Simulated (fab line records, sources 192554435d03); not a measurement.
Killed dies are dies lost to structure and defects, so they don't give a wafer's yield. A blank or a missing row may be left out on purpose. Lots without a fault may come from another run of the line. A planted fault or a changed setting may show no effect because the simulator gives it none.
Split-lot experiment | flow n5_finfet | 7 lots, 39 wafers read, on a route of 1938 steps

THE SPLIT
At N5_HKMG_FIN_ETCH_55 (etches SOC in N2/H2, target depth 240 nm, time 300 s), the setting time_s was moved away from the recipe's 300 s on 12 of the 39 wafers read, by -22.3% to +13.9%. The other wafers ran this setting at the recipe's value.

The reading is taken at the split's own step.

THE READING
SiARC_of_HKMG_FIN_COAT_42.thk_nm (the simulator's own value, which no gauge read), in nm, at N5_HKMG_FIN_ETCH_55 (etches SOC in N2/H2, target depth 240 nm, time 300 s). The file gives no usual value for it. The 27 wafers here that ran the recipe average 21.2 nm, standard deviation 0.29 nm.

wafer  | tool, chamber at the split | time_s as run, s | against the recipe | SiARC_of_HKMG_FIN_COAT_42.thk_nm, nm | against lot-mates on the recipe
L075.1 | rie_diel-06, 2             | 233.1            | -22.3%             | 24.4                                 | +2.6
L075.2 | rie_diel-06, 1             | 300              | recipe             | 21.8                                 | -
L075.3 | rie_diel-06, 3             | 233.1            | -22.3%             | 24.6                                 | +2.8
L075.4 | rie_diel-06, 0             | 300              | recipe             | 21.6                                 | -
L075.5 | rie_diel-06, 1             | 300              | recipe             | 22                                   | -
L075.6 | rie_diel-06, 0             | 233.1            | -22.3%             | 24.4                                 | +2.6
L081.1 | rie_diel-02, 1             | 300              | recipe             | 21.2                                 | -
L081.2 | rie_diel-02, 2             | 300              | recipe             | 20.8                                 | -
L081.3 | rie_diel-02, 0             | 300              | recipe             | 21.2                                 | -
L081.4 | rie_diel-02, 3             | 300              | recipe             | 21                                   | -
L081.5 | rie_diel-02, 0             | 300              | recipe             | 21.2                                 | -
L081.6 | rie_diel-02, 1             | 300              | recipe             | 21.2                                 | -
L082.1 | rie_diel-02, 3             | 300              | recipe             | 21.2                                 | -
L082.2 | rie_diel-02, 0             | 300              | recipe             | 21.4                                 | -
L082.3 | rie_diel-02, 1             | 300              | recipe             | 21.4                                 | -
L082.4 | rie_diel-02, 2             | 300              | recipe             | 21                                   | -
L082.5 | rie_diel-02, 1             | 300              | recipe             | 21.4                                 | -
L082.6 | rie_diel-02, 0             | 300              | recipe             | 21.6                                 | -
L088.2 | rie_diel-02, 0             | 300              | recipe             | 21.4                                 | -
L088.4 | rie_diel-02, 3             | 300              | recipe             | 21.2                                 | -
L088.6 | rie_diel-02, 2             | 300              | recipe             | 21                                   | -
L091.1 | rie_diel-02, 2             | 300              | recipe             | 21                                   | -
L091.2 | rie_diel-02, 1             | 273.8            | -8.7%              | 22.6                                 | +1.6
L091.3 | rie_diel-02, 3             | 300              | recipe             | 21                                   | -
L091.4 | rie_diel-02, 1             | 273.8            | -8.7%              | 22.6                                 | +1.6
L091.5 | rie_diel-02, 2             | 273.8            | -8.7%              | 22.2                                 | +1.2
L091.6 | rie_diel-02, 3             | 300              | recipe             | 21                                   | -
L093.1 | rie_diel-02, 2             | 300              | recipe             | 20.8                                 | -
L093.2 | rie_diel-02, 3             | 341.6            | +13.9%             | 19                                   | -1.9
L093.3 | rie_diel-02, 1             | 300              | recipe             | 21.2                                 | -
L093.4 | rie_diel-02, 0             | 300              | recipe             | 20.8                                 | -
L093.5 | rie_diel-02, 1             | 341.6            | +13.9%             | 19.2                                 | -1.7
L093.6 | rie_diel-02, 2             | 341.6            | +13.9%             | 19                                   | -1.9
L095.1 | rie_diel-02, 2             | 300              | recipe             | 21.2                                 | -
L095.2 | rie_diel-02, 0             | 321              | +7.0%              | 20                                   | -1.1
L095.3 | rie_diel-02, 2             | 300              | recipe             | 21.2                                 | -
L095.4 | rie_diel-02, 0             | 300              | recipe             | 21                                   | -
L095.5 | rie_diel-02, 0             | 321              | +7.0%              | 20                                   | -1.1
L095.6 | rie_diel-02, 2             | 321              | +7.0%              | 20.2                                 | -0.9

THE FIT
A straight line over all 39 wafers: SiARC_of_HKMG_FIN_COAT_42.thk_nm changes by -0.149 nm for each +1% of time_s; r = -0.98; the points scatter about the line by 0.26 nm.
The same after taking each lot's own level away (the mean of its wafers on the recipe; 39 wafers): -0.13 nm for each +1%; r = -0.98; scatter 0.2 nm.
On that fit, the largest move of time_s shifts the reading by 2.9 nm.
The lots' own levels span 20.93 to 21.80 nm, that is 3.0 times the standard deviation above.
So the lot-to-lot level changes the slope: the two fits differ.
Check: with one of the wafers moved furthest among these (-22.3%) left out of the fit, the line predicts +2.96 nm for it against its lot-mates. It came out at +2.6 nm against them.

OTHER SPLITS ON THESE WAFERS
These wafers also went through other splits before the reading. Each is held against what the fit with the lots' levels taken away leaves over:
other split on the same wafers       | wafers away from the commonest value | r with SiARC_of_HKMG_FIN_COAT_42.thk_nm (lot level and that fit taken away)
N5_WELL_APT_IMPLANT_32 energy_kev    | 15                                   | -0.37
N5_DUMMY_GATE_EXPOSE_12 dose_mj      | 15                                   | -0.14
N5_DUMMY_GATE_ETCH_31 target_depth_a | 6                                    | +0.00
N5_DUMMY_GATE_ETCH_32 time_s         | 15                                   | +0.31
N5_SD_EPI_P_ETCH_37 source_w         | 15                                   | +0.02
N5_SD_ACTIVATION_LSA_01 temp_c       | 18                                   | -0.08

THE WHOLE CHAIN: every reading that the file lists as answering this split, in the file's order
step                | what it does                                         | reading                                                                           | change (the file's fit)              | r (the file's)
N5_HKMG_FIN_ETCH_55 | etches SOC in N2/H2, target depth 240 nm, time 300 s | HKMG_FIN.feature_depth_nm (the simulator's own value, which no gauge read)        | +2.26 nm for each +1% of the setting | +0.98
N5_HKMG_FIN_ETCH_55 | etches SOC in N2/H2, target depth 240 nm, time 300 s | etch.depth_nm (the simulator's own value, which no gauge read)                    | +2.26 nm for each +1% of the setting | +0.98
N5_HKMG_FIN_ETCH_55 | etches SOC in N2/H2, target depth 240 nm, time 300 s | SiARC_of_HKMG_FIN_COAT_42.thk_nm (the simulator's own value, which no gauge read) | -0.13 nm for each +1% of the setting | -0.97

THE FILE'S OWN FIT
SiARC_of_HKMG_FIN_COAT_42.thk_nm changes by -0.13 nm for each +1% of time_s, r = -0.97.
